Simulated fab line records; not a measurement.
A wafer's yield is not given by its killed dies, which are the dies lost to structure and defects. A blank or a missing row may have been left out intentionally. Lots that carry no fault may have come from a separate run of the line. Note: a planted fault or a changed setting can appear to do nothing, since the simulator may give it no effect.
Chamber matching :: flow n5 finfet :: N5_BEOL_M4_ETCH_70 on rie diel-03: 4 sister chambers
The step etches SOC in N2/H2, target depth 80 nm, overetch 24 nm, time 130 s. 7 wafers are shown with their chamber, then 8 later ones without.

## WAFERS PAIRED WITH THEIR CHAMBERS
wafer: L081.1
chamber: 0
oes product au (a.u.): 0.49
throttle valve pct (%): 17.96

wafer: L081.6
chamber: 0
oes product au (a.u.): 0.50
throttle valve pct (%): 17.97

wafer: L083.4
chamber: 1
oes product au (a.u.): 0.56
throttle valve pct (%): 17.74

wafer: L082.2
chamber: 1
oes product au (a.u.): 0.56
throttle valve pct (%): 17.72

wafer: L082.3
chamber: 2
oes product au (a.u.): 0.74
throttle valve pct (%): 17.38

wafer: L082.5
chamber: 3
oes product au (a.u.): 0.52
throttle valve pct (%): 17.69

wafer: L085.2
chamber: 3
oes product au (a.u.): 0.51
throttle valve pct (%): 17.71

## WAFERS WHOSE CHAMBER IS MISSING
wafer: L085.3
oes product au (a.u.): 0.56
throttle valve pct (%): 17.72

wafer: L085.5
oes product au (a.u.): 0.51
throttle valve pct (%): 17.70

wafer: L087.1
oes product au (a.u.): 0.55
throttle valve pct (%): 17.74

wafer: L087.4
oes product au (a.u.): 0.74
throttle valve pct (%): 17.54

wafer: L087.5
oes product au (a.u.): 0.52
throttle valve pct (%): 17.70

wafer: L089.4
oes product au (a.u.): 0.55
throttle valve pct (%): 17.75

wafer: L089.5
oes product au (a.u.): 0.72
throttle valve pct (%): 17.53

wafer: L089.6
oes product au (a.u.): 0.52
throttle valve pct (%): 17.71

## WHICH CHAMBER EACH WENT THROUGH
wafer: L085.3
from the rows above: 1
in truth: 1

wafer: L085.5
from the rows above: 3
in truth: 3

wafer: L087.1
from the rows above: 1
in truth: 1

wafer: L087.4
from the rows above: 2
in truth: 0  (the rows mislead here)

wafer: L087.5
from the rows above: 3
in truth: 3

wafer: L089.4
from the rows above: 1
in truth: 1

wafer: L089.5
from the rows above: 2
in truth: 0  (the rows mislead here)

wafer: L089.6
from the rows above: 3
in truth: 3
Correct placement for 6 of the 8. Can't be placed from these rows: 0. Placed wrongly: 2.
How it was worked out, from the rows above alone: a wafer's distance from a chamber is the root of the sum, over the readings, of the square of ((its reading less the chamber's mean) divided by the reading's scatter). The wafer belongs to the nearest chamber; if the next one is less than 2 further off, it can't be placed. Each chamber's mean is taken over the wafers shown for it. The scatter is the square root of a quotient: the sum, over the shown wafers, of each reading's squared deviation from its chamber's mean, divided by wafers minus chambers.
